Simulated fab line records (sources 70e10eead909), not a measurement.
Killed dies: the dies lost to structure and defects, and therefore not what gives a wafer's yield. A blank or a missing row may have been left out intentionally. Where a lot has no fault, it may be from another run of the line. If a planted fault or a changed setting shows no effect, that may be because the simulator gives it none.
Which of the tools did it? + flow nand harc + route of 1159 steps, sampled at 1 step: 11 lots, 33 wafers

== WHAT THE GAUGES READ, wafer by wafer ==
NHARC_A_CONTACT_CD_MEAS_42: the cd target is 200 nm.
| lot  | measured     | on        | cd nm (nm)        |
|------|--------------|-----------|-------------------|
| L074 | day 16 09:29 | cd sem-02 | 199.9 199.4 200.0 |
| L076 | day 16 20:25 | cd sem-03 | 199.7 199.8 200.4 |
| L080 | day 17 11:49 | cd sem-01 | 200.1 200.8 200.4 |
| L078 | day 18 02:01 | cd sem-01 | 198.6 199.2 200.0 |
| L083 | day 18 15:35 | cd sem-02 | 200.7 200.6 200.2 |
| L085 | day 19 15:54 | cd sem-02 | 199.8 200.1 200.0 |
| L088 | day 20 05:25 | cd sem-02 | 200.4 200.2 200.0 |
| L089 | day 20 10:58 | cd sem-03 | 200.7 200.3 200.7 |
| L091 | day 20 17:11 | cd sem-03 | 200.2 199.4 199.7 |
| L094 | day 21 19:14 | cd sem-01 | 199.7 199.5 199.6 |
| L095 | day 22 01:14 | cd sem-02 | 200.0 198.9 199.6 |

== WHAT TOOL EACH LOT RAN ON (gives the tool, then ch and the chambers of the sampled wafers, and finally the start) ==
There is no process step in the record ahead of these readings.

== THE ANSWER, worked out from the rows above alone ==
Rule: what is usual is taken from the lots themselves. The widest of any qualifying gaps counts: lots, ordered by their means at a reading, are off when they make up no more than a third of the lots, leave a main group of 4 or more, and stand apart from it by 3 or more times the standard deviation of that group's means. Not used: any main group whose means are identical at the precision the tables above print for the reading. Also off: a lot with no number at a reading for which 4 or more lots have one. All remaining lots with rows at the step are treated as sound.
No lot is off on any of the readings shown, so nothing can be concluded from this.

== WHAT THE SIMULATOR HAD PUT IN ==
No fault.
